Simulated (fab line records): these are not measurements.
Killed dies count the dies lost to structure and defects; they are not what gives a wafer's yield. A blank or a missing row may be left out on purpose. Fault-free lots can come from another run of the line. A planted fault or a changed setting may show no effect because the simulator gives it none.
fab line records    flow nand_harc
record lots=12  wafers=36  last_day=33
route steps=1302 shown P_GATE@142 END@1302
lots that met no fault: from a run of the same line without faults
start_h: hours from the record's opening day to when the first of the lot's shown wafers began    wait_h: how many hours have passed since the lot's step before this one    " as in the row above    L1.1+2: a single row standing in for several wafers    - no value, or no start given    * or withheld: withheld    < > ~ a bound
route shown NAME@n: a module of which the file shows steps, and the number in the route of the first    usual: mean/standard deviation taken from wafers without a fault    same: alike in all rows    chamber/n: place in a boat    sites: readings site by site    _std_site: their standard deviation    _edge_site: outer sites' mean less inner sites'    radius_mm: for every site, how far away it sits from the centre of the wafer    mask NAME#n: copy n    behind: tool/chamber where the wafer was last shaped    hold: what put the lot on hold/how long, in hours/how the hold closed    device: the n, p or np transistor that did not switch    end of line: the route-end tests of the same wafers    step lacking rows: just its recipe    killed: dies that structure and defects cost at the first sort, which is not the same as the wafer's yield    map: dies across one wafer; x = killed, . = not, _ = none there
set.NAME: setting as actually run; set.NAME@STEP: the setting as run at that earlier step    model.NAME: the simulator's own value behind a step, which no gauge read
steps of the route over a sample of lots; a table a step, a row a wafer
services: when a tool's chamber went out of use (start_h, in hours from the record's first day, below 0 if earlier), for how many hours, and the reason
## steps
# step NHARC_P_GATE_OVL_MEAS_27
# usual overlay_x_nm=0.4/0.88  overlay_y_nm=0.2/0.92
lot.wafer  tool        chamber  start_h  wait_h  overlay_x_nm  overlay_y_nm
L721.1     overlay-02  -        112.10   -       0.8           1.1
L721.3     "           -        "        "       1.1           1.1
L721.6     "           -        "        "       1.9           1.0
L723.1     overlay-02  -        134.53   -       1.1           0.3
L723.2     "           -        "        "       1.2           0.2
L723.6     "           -        "        "       1.1           0.1
L725.1     overlay-02  -        155.37   -       1.7           -0.2
L725.2     "           -        "        "       1.9           -0.2
L725.4     "           -        "        "       1.2           0.2
L727.3     overlay-02  -        175.73   -       -0.7          -1.4
L727.5     "           -        "        "       -0.7          -1.6
L727.6     "           -        "        "       -0.6          -0.7
L733.1     overlay-01  -        242.23   -       1.4           -1.4
L733.2     "           -        "        "       2.2           -0.8
L733.3     "           -        "        "       1.5           -1.0
L734.3     overlay-02  -        251.28   -       0.7           -0.5
L734.5     "           -        "        "       0.3           -0.2
L734.6     "           -        "        "       1.3           -0.3
L735.3     overlay-01  -        258.46   -       -0.2          -1.0
L735.4     "           -        "        "       0.1           -1.3
L735.6     "           -        "        "       0.0           -0.9
L736.1     overlay-02  -        267.18   -       0.0           0.0
L736.3     "           -        "        "       1.0           -0.1
L736.5     "           -        "        "       0.4           0.4
L738.3     overlay-01  -        293.07   -       -0.2          0.5
L738.4     "           -        "        "       -0.4          0.1
L738.5     "           -        "        "       0.1           1.0
L740.4     overlay-01  -        314.53   -       -0.2          1.1
L740.5     "           -        "        "       -0.3          1.3
L740.6     "           -        "        "       -0.2          1.2
L741.2     overlay-02  -        318.79   -       0.5           2.0
L741.3     "           -        "        "       0.9           1.4
L741.5     "           -        "        "       1.3           2.6
L742.3     overlay-02  -        326.41   -       1.0           0.5
L742.4     "           -        "        "       0.7           0.5
L742.5     "           -        "        "       0.7           0.2
# step NHARC_P_GATE_STRIP_75
# recipe power_w=1500  temp_c=250  chemistry=O2
# usual drypump_motor_current_A=5.9/0.43  heater_power_w=350/58
lot.wafer  tool             chamber  start_h  wait_h  drypump_motor_current_A  heater_power_w  rf_hours_counter_h
L721.1     plasma_asher-01  1        124.78   0.3     6.0                      432             29
L721.3     "                1        "        "       5.9                      425             -
L721.6     "                0        "        "       6.4                      345             -
L723.2     plasma_asher-02  1        147.25   0.3     5.4                      327             6
L723.1     "                0        "        "       5.4                      268             6
L723.6     "                1        "        "       5.4                      322             -
L725.2     plasma_asher-02  0        170.08   0.3     5.4                      275             12
L725.1     "                1        "        "       5.4                      328             12
L725.4     "                0        "        "       5.4                      273             -
L727.3     plasma_asher-01  1        194.66   0.1     5.9                      423             -
L727.5     "                0        "        "       6.4                      356             -
L727.6     "                1        "        "       5.9                      426             -
L733.2     plasma_asher-01  1        261.09   0.2     5.9                      430             16
L733.1     "                0        "        "       6.4                      359             16
L733.3     "                0        "        "       6.4                      353             -
L734.3     plasma_asher-02  0        263.94   0.1     5.4                      266             -
L734.6     "                1        "        "       5.4                      327             -
L734.5     "                0        "        "       5.4                      259             -
L735.3     plasma_asher-01  0        271.25   0.2     6.4                      346             -
L735.4     "                1        "        "       5.9                      422             -
L735.6     "                0        "        "       6.4                      341             -
L736.1     plasma_asher-01  1        279.91   0.3     5.9                      425             20
L736.3     "                0        "        "       6.4                      346             -
L736.5     "                1        "        "       5.9                      420             -
L738.3     plasma_asher-01  0        305.82   0.2     6.4                      358             -
L738.4     "                1        "        "       5.9                      422             -
L738.5     "                0        "        "       6.4                      365             -
L740.4     plasma_asher-02  1        327.55   0.1     5.4                      328             -
L740.5     "                0        "        "       5.5                      261             -
L740.6     "                1        "        "       5.4                      331             -
L741.2     plasma_asher-01  1        340.89   0.2     5.9                      433             33
L741.3     "                0        "        "       6.4                      351             -
L741.5     "                1        "        "       5.9                      424             -
L742.4     plasma_asher-02  1        341.80   0.2     5.4                      326             -
L742.3     "                0        "        "       5.4                      263             -
L742.5     "                1        "        "       5.4                      324             -
# step NHARC_P_GATE_EXPOSE_56
# recipe na=0.6  target_cd_nm=720  dose_mj=14.81  mask_id=P_PSD
# usual exposure_dose_mJ_cm2=14.811/0.014
lot.wafer  tool            chamber  start_h  wait_h  mask     exposure_dose_mJ_cm2
L721.1     krf_scanner-03  0        125.55   -       P_PSD#0  14.796
L721.3     "               0        "        "       P_PSD#0  14.825
L721.6     "               0        "        "       P_PSD#0  14.812
L723.1     krf_scanner-02  0        148.02   -       P_PSD#0  14.837
L723.2     "               0        "        "       P_PSD#0  14.824
L723.6     "               0        "        "       P_PSD#0  14.820
L725.1     krf_scanner-04  0        170.85   -       P_PSD#0  14.796
L725.2     "               0        "        "       P_PSD#0  14.816
L725.4     "               0        "        "       P_PSD#0  14.807
L727.3     krf_scanner-03  0        195.28   -       P_PSD#0  14.825
L727.5     "               0        "        "       P_PSD#0  14.838
L727.6     "               0        "        "       P_PSD#0  14.826
L733.1     krf_scanner-03  0        261.85   -       P_PSD#0  14.805
L733.2     "               0        "        "       P_PSD#0  14.806
L733.3     "               0        "        "       P_PSD#0  14.795
L734.3     krf_scanner-04  0        264.69   -       P_PSD#0  14.806
L734.5     "               0        "        "       P_PSD#0  14.823
L734.6     "               0        "        "       P_PSD#0  14.817
L735.3     krf_scanner-03  0        272.01   -       P_PSD#0  14.808
L735.4     "               0        "        "       P_PSD#0  14.796
L735.6     "               0        "        "       P_PSD#0  14.781
L736.1     krf_scanner-03  0        280.55   -       P_PSD#0  13.466
L736.3     "               0        "        "       P_PSD#0  13.470
L736.5     "               0        "        "       P_PSD#0  13.475
L738.3     krf_scanner-03  0        306.57   -       P_PSD#0  13.459
L738.4     "               0        "        "       P_PSD#0  13.439
L738.5     "               0        "        "       P_PSD#0  13.455
L740.4     krf_scanner-03  0        328.30   -       P_PSD#0  13.423
L740.5     "               0        "        "       P_PSD#0  13.431
L740.6     "               0        "        "       P_PSD#0  13.435
L741.2     krf_scanner-03  0        341.53   -       P_PSD#0  13.444
L741.3     "               0        "        "       P_PSD#0  13.446
L741.5     "               0        "        "       P_PSD#0  13.467
L742.3     krf_scanner-04  0        342.55   -       P_PSD#0  14.791
L742.4     "               0        "        "       P_PSD#0  14.822
L742.5     "               0        "        "       P_PSD#0  14.831
# step NHARC_P_GATE_CD_MEAS_59
# recipe target_cd_nm=720  landing_energy_ev=500
# usual cd_nm=718.7/1.6
lot.wafer  tool       chamber  start_h  wait_h  hold                      cd_nm
L721.1     cd_sem-01  0        125.70   -       -                         718.1
L721.3     "          0        "        "       -                         721.6
L721.6     "          0        "        "       -                         717.7
L723.1     cd_sem-02  0        148.17   -       -                         717.0
L723.2     "          0        "        "       -                         722.2
L723.6     "          0        "        "       -                         719.1
L725.1     cd_sem-01  0        171.00   -       -                         719.0
L725.2     "          0        "        "       -                         717.8
L725.4     "          0        "        "       -                         717.9
L727.3     cd_sem-01  0        195.43   -       -                         718.2
L727.5     "          0        "        "       -                         718.1
L727.6     "          0        "        "       -                         719.3
L733.1     cd_sem-02  0        262.01   -       -                         718.8
L733.2     "          0        "        "       -                         720.1
L733.3     "          0        "        "       -                         718.0
L734.3     cd_sem-03  0        264.84   -       -                         719.7
L734.5     "          0        "        "       -                         720.3
L734.6     "          0        "        "       -                         718.4
L735.3     cd_sem-02  0        272.16   -       -                         720.3
L735.4     "          0        "        "       -                         718.5
L735.6     "          0        "        "       -                         720.8
L736.1     cd_sem-01  0        280.71   -       await_dispo/0.2h/release  703.3
L736.3     "          0        "        "       await_dispo/0.2h/release  704.2
L736.5     "          0        "        "       await_dispo/0.2h/release  704.5
L736.1     cd_sem-01  0        -        -       -                         703.6
L736.3     "          0        "        "       -                         704.0
L736.5     "          0        "        "       -                         704.7
L738.3     cd_sem-03  0        306.72   -       await_dispo/0.2h/release  703.9
L738.4     "          0        "        "       await_dispo/0.2h/release  705.2
L738.5     "          0        "        "       await_dispo/0.2h/release  701.8
L738.3     cd_sem-03  0        -        -       -                         703.3
L738.4     "          0        "        "       -                         705.2
L738.5     "          0        "        "       -                         701.7
L740.4     cd_sem-02  0        328.45   -       await_dispo/0.2h/release  702.4
L740.5     "          0        "        "       await_dispo/0.2h/release  702.2
L740.6     "          0        "        "       await_dispo/0.2h/release  701.2
L740.4     cd_sem-02  0        -        -       -                         703.0
L740.5     "          0        "        "       -                         702.2
L740.6     "          0        "        "       -                         701.1
L741.2     cd_sem-02  0        341.68   -       await_dispo/0.2h/release  703.5
L741.3     "          0        "        "       await_dispo/0.2h/release  702.0
L741.5     "          0        "        "       await_dispo/0.2h/release  702.7
L741.2     cd_sem-02  0        -        -       -                         703.4
L741.3     "          0        "        "       -                         702.3
L741.5     "          0        "        "       -                         702.9
L742.3     cd_sem-02  0        342.70   -       -                         721.1
L742.4     "          0        "        "       -                         719.6
L742.5     "          0        "        "       -                         717.6
# step NHARC_P_GATE_STRIP_112
# recipe power_w=1500  temp_c=110  time_s=200  chemistry=N2/H2
# usual drypump_motor_current_A=5.8/0.43  heater_power_w=94/15
lot.wafer  tool             chamber  start_h  wait_h  drypump_motor_current_A  heater_power_w  rf_hours_counter_h
L721.1     plasma_asher-01  1        126.23   0.2     5.9                      115             29
L721.3     "                0        "        "       6.4                      92              -
L721.6     "                0        "        "       6.4                      92              -
L723.2     plasma_asher-01  1        148.70   0.2     6.0                      113             33
L723.1     "                0        "        "       6.4                      91              33
L723.6     "                0        "        "       6.4                      91              -
L725.2     plasma_asher-02  0        171.53   0.2     5.4                      74              13
L725.1     "                1        "        "       5.4                      88              13
L725.4     "                1        "        "       5.4                      86              -
L727.3     plasma_asher-02  0        196.04   0.2     5.4                      72              -
L727.5     "                0        "        "       5.4                      73              -
L727.6     "                1        "        "       5.4                      88              -
L733.2     plasma_asher-01  1        262.54   0.2     5.9                      116             16
L733.1     "                0        "        "       6.4                      96              16
L733.3     "                1        "        "       5.9                      117             -
L734.3     plasma_asher-02  0        265.49   0.3     5.4                      71              -
L734.6     "                1        "        "       5.4                      85              -
L734.5     "                0        "        "       5.4                      70              -
L735.4     plasma_asher-01  0        272.76   0.2     6.4                      94              -
L735.3     "                1        "        "       5.9                      116             -
L735.6     "                0        "        "       6.4                      94              -
L736.1     plasma_asher-01  0        284.87   0.2     6.4                      94              21
L736.3     "                1        "        "       5.9                      116             -
L736.5     "                1        "        "       5.9                      112             -
L738.4     plasma_asher-01  0        309.71   0.2     6.4                      93              -
L738.3     "                1        "        "       5.9                      111             -
L738.5     "                0        "        "       6.4                      93              -
L740.4     plasma_asher-02  1        340.48   0.2     5.4                      87              -
L740.5     "                1        "        "       5.4                      87              -
L740.6     "                0        "        "       5.4                      69              -
L741.2     plasma_asher-02  1        350.22   0.2     5.4                      88              8
L741.3     "                0        "        "       5.4                      69              -
L741.5     "                1        "        "       5.4                      88              -
L742.4     plasma_asher-02  0        350.99   0.2     5.4                      72              -
L742.3     "                1        "        "       5.4                      86              -
L742.5     "                1        "        "       5.4                      89              -
# step NHARC_END_SORT_01
# recipe temp_c=25
# usual killed_at_array=52/18  killed_at_other=1.2/1.5  killed_at_periphery=4/3.2  killed_dies=57/17  killed_open=3.1/1.9  killed_short=2.5/1.7
# same gross_dies=677
lot.wafer  tool       chamber  start_h  wait_h  killed_at_array  killed_at_other  killed_at_periphery  killed_dies  killed_open  killed_short
L738.3     prober-01  0        755.81   3.1     80               2                4                    86           1            3
L738.4     prober-01  0        756.60   3.4     72               1                7                    80           4            3
L738.5     prober-01  0        757.39   3.7     83               4                6                    93           4            4
L736.1     prober-01  0        764.19   2.5     49               0                1                    50           5            0
L736.3     prober-01  0        765.78   3.1     62               0                0                    62           2            2
L736.5     prober-01  0        767.36   3.7     56               0                1                    57           4            1
L741.5     prober-01  0        788.58   3.8     17               4                9                    30           3            2
# killed by level:class
L738.3 A_SLIT:chamber_film_flake=38 A_CHANNEL_HOLE_D2:chamber_film_flake=15 A_CHANNEL_HOLE_D1:chamber_film_flake=13 A_ZERO_WELL:chamber_film_flake=5 P_M1:chamber_film_flake=4 A_STAIRCASE:chamber_film_flake=3 THIN_TSV:chamber_film_flake=2 A_ONON_D1:geometric_particle:short=1
L738.4 A_SLIT:chamber_film_flake=27 A_CHANNEL_HOLE_D2:chamber_film_flake=17 A_CHANNEL_HOLE_D1:chamber_film_flake=10 A_CONTACT:chamber_film_flake=6 P_M1:chamber_film_flake=4 A_WL_FILL:chamber_film_flake=3 P_GATE:chamber_film_flake=2 A_STAIRCASE:chamber_film_flake=2
L738.5 A_SLIT:chamber_film_flake=38 A_CHANNEL_HOLE_D2:chamber_film_flake=23 P_M1:chamber_film_flake=5 A_CHANNEL_HOLE_D1:chamber_film_flake=4 THIN_TSV:chamber_film_flake=4 A_ZERO_WELL:chamber_film_flake=3 A_CHANNEL_FILL_D2:chamber_film_flake=2 A_STAIRCASE:chamber_film_flake=2
L736.1 A_CHANNEL_HOLE_D1:chamber_film_flake=19 A_STAIRCASE:chamber_film_flake=9 A_CONTACT:chamber_film_flake=5 A_BLC:chamber_film_flake=5 A_BLC:geometric_particle:open=3 A_SLIT:chamber_film_flake=3 A_CHANNEL_FILL_D1:chamber_film_flake=2 P_M0:geometric_particle:open=1
L736.3 A_CHANNEL_HOLE_D1:chamber_film_flake=33 A_STAIRCASE:chamber_film_flake=10 A_BLC:chamber_film_flake=4 A_WL_FILL:chamber_film_flake=3 A_CONTACT:chamber_film_flake=3 A_SLIT:chamber_film_flake=2 A_SOURCE_PLATE:geometric_particle:short=1 A_CHANNEL_HOLE_D1:geometric_particle:short=1
L736.5 A_CHANNEL_HOLE_D1:chamber_film_flake=33 A_STAIRCASE:chamber_film_flake=6 A_SLIT:chamber_film_flake=3 A_CONTACT:chamber_film_flake=3 A_CHANNEL_FILL_D1:chamber_film_flake=2 A_SGD_CUT:chamber_film_flake=2 A_BLC:chamber_film_flake=2 P_GATE:geometric_particle:open=1
L741.5 A_SLIT:chamber_film_flake=7 A_CONTACT:chamber_film_flake=4 P_ZERO_WELL:chamber_film_flake=3 P_M1:chamber_film_flake=3 A_STAIRCASE:chamber_film_flake=3 THIN_TSV:chamber_film_flake=3 P_CONTACT:geometric_particle:open=1 A_SOURCE_PLATE:geometric_particle:open=1
## services
tool             chamber  start_h  hours  kind
plasma_asher-02  -        107.71   9.0    pm
plasma_asher-02  0        107.71   9.0    vent_cycle
plasma_asher-02  1        107.71   9.0    vent_cycle
plasma_asher-02  0        116.71   -      clean
plasma_asher-02  1        116.71   -      clean
krf_scanner-03   -        136.21   1.5    repair
krf_scanner-04   -        158.97   0.7    repair
plasma_asher-01  -        165.69   9.0    pm
plasma_asher-01  0        165.69   9.0    vent_cycle
plasma_asher-01  1        165.69   9.0    vent_cycle
plasma_asher-01  0        174.69   -      clean
plasma_asher-01  1        174.69   -      clean
krf_scanner-04   -        177.57   0.6    repair
krf_scanner-04   -        182.00   4.0    pm
krf_scanner-02   -        208.94   0.8    repair
krf_scanner-03   -        224.00   4.0    pm
krf_scanner-04   -        243.14   1.5    repair
krf_scanner-02   -        266.00   4.0    pm
krf_scanner-02   -        272.04   1.9    repair
krf_scanner-02   -        279.61   1.4    repair
plasma_asher-02  -        284.71   9.0    pm
krf_scanner-02   -        288.34   0.2    repair
krf_scanner-04   -        327.36   2.3    repair
plasma_asher-01  0        342.88   9.0    vent_cycle
## key
first_sign step=NHARC_P_GATE_EXPOSE_56  reading=exposure_dose_mJ_cm2  direction=down  sigmas=95  usual=14.811  struck=13.451
effect step=NHARC_P_GATE_CD_MEAS_59  reading=visit  direction=added
effect step=NHARC_P_GATE_CD_MEAS_59  reading=cd_nm  direction=down  sigmas=9.5  usual=718.7  struck=703.1
met_at NHARC_P_GATE_EXPOSE_56
struck_lots L736,L738,L740,L741
tester_left_out L736,L738,L740,L741
not_acting_at NHARC_P_GATE_OVL_MEAS_27,NHARC_P_GATE_STRIP_75,NHARC_P_GATE_STRIP_112
onset_between 272.01 280.55
fault kind=process_parameter_drift  tool=krf_scanner-03  chamber=-  onset_h=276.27  steps=NHARC_P_GATE_EXPOSE_56  channel=dose_mj  offset=-1.361  shape=step  acts_in=these_recipes_only  stated=14.81
# tester_left_out: of these lots the tester's yield and bins aren't shown, on N5 and GAA mostly nor the transistor test; their killed dies are dies lost to structure and defects alone, not to doping, threshold or leakage, so they don't give the yield
